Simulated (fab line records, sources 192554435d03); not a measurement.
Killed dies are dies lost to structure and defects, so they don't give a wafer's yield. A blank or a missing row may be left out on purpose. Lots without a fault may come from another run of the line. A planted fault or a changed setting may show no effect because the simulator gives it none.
Chamber matching | flow n5_finfet | N5_FIN_SAQP_SPACER2_ALD_28 on ald_sin-04: 4 sister chambers
The step deposits SiO2, target thk 8.1 nm, pulse time 1 s, purge time 2 s. 8 wafers are shown with their chamber, then 12 later ones without.

WAFERS WITH THEIR CHAMBER
wafer  | chamber | heater_power_w (W) | precursor_pulse_height_rel
L079.5 | 2       | 487                | 0.998
L082.1 | 3       | 403                | 1.003
L085.1 | 0       | 465                | 1.007
L085.3 | 3       | 401                | 0.982
L085.6 | 2       | 489                | 0.979
L086.2 | 1       | 456                | 1.010
L086.4 | 0       | 466                | 1.016
L086.6 | 1       | 458                | 1.020

WAFERS WITHOUT THEIR CHAMBER
wafer  | heater_power_w (W) | precursor_pulse_height_rel
L087.1 | 499                | 1.023
L087.3 | 446                | 0.984
L087.6 | 491                | 0.987
L089.3 | 497                | 1.013
L089.4 | 455                | 0.982
L089.5 | 452                | 0.996
L091.1 | 455                | 0.981
L091.2 | 480                | 1.017
L091.4 | 390                | 1.008
L094.2 | 454                | 1.018
L094.3 | 479                | 0.988
L094.5 | 456                | 1.008

WHICH CHAMBER EACH WENT THROUGH
wafer  | from the rows above | in truth
L087.1 | 2                   | 2
L087.3 | 1                   | 1
L087.6 | 2                   | 2
L089.3 | 2                   | 2
L089.4 | 1                   | 1
L089.5 | 1                   | 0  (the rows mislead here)
L091.1 | 1                   | 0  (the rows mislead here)
L091.2 | 2                   | 2
L091.4 | 3                   | 3
L094.2 | 1                   | 1
L094.3 | 2                   | 2
L094.5 | 1                   | 1
Placed correctly: 10 of 12. Can't be placed from these rows: 0. Placed wrongly: 2.
How it was worked out, from the rows above alone: a wafer's distance from a chamber is the root of the sum, over the readings, of the square of ((its reading less the chamber's mean) divided by the reading's scatter). The wafer belongs to the nearest chamber; if the next one is less than 2 further off, it can't be placed. A chamber's mean is the mean of its shown wafers. The scatter: the root of (the sum of the squares of (reading less its chamber's mean) over the shown wafers, divided by (wafers less chambers)).
